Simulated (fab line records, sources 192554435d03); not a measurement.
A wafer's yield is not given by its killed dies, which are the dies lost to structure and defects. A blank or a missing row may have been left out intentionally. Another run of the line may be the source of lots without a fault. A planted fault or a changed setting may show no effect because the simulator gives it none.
Matching of chambers :: flow n5 finfet :: N5_BEOL_M2_PRE_CLEAN_60 on cvd co-02 has 3 sister chambers
The step time 15 s. 6 wafers are shown with their chamber, then 11 later ones without.

## WAFERS PAIRED WITH THEIR CHAMBERS
wafer: L085.2
chamber: 0
heater power w (W): 65

wafer: L086.5
chamber: 2
heater power w (W): 83

wafer: L088.1
chamber: 1
heater power w (W): 90

wafer: L088.3
chamber: 2
heater power w (W): 83

wafer: L088.6
chamber: 1
heater power w (W): 94

wafer: L091.1
chamber: 0
heater power w (W): 65

## WAFERS WHOSE CHAMBER IS MISSING
wafer: L091.2
heater power w (W): 90

wafer: L091.6
heater power w (W): 65

wafer: L093.1
heater power w (W): 92

wafer: L093.4
heater power w (W): 84

wafer: L093.6
heater power w (W): 67

wafer: L095.2
heater power w (W): 84

wafer: L095.5
heater power w (W): 86

wafer: L095.6
heater power w (W): 65

wafer: L097.2
heater power w (W): 66

wafer: L097.3
heater power w (W): 92

wafer: L097.6
heater power w (W): 84

## THE CHAMBER EACH PASSED THROUGH
wafer: L091.2
from the rows above: 1
in truth: 1

wafer: L091.6
from the rows above: 0
in truth: 0

wafer: L093.1
from the rows above: 1
in truth: 1

wafer: L093.4
from the rows above: 2
in truth: 2

wafer: L093.6
from the rows above: 0
in truth: 0

wafer: L095.2
from the rows above: 2
in truth: 2

wafer: L095.5
from the rows above: can't be placed: 2 or 1
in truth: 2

wafer: L095.6
from the rows above: 0
in truth: 0

wafer: L097.2
from the rows above: 0
in truth: 0

wafer: L097.3
from the rows above: 1
in truth: 1

wafer: L097.6
from the rows above: 2
in truth: 2
Correctly placed: 10 of 11. Cannot be placed on the basis of these rows: 1; the candidates contain the true chamber in 1. Placed wrongly: 0.
How it was worked out, from the rows above alone: a wafer's distance from a chamber is the root of the sum, over the readings, of the square of ((its reading less the chamber's mean) divided by the reading's scatter). The wafer belongs to the nearest chamber; if the next one is less than 2 further off, it can't be placed. For every chamber, the mean is computed from those of its wafers that are shown. How the scatter is found: for the shown wafers, subtract from each reading the mean of its chamber, square and add these, divide the total by (wafers less chambers), then take the root.
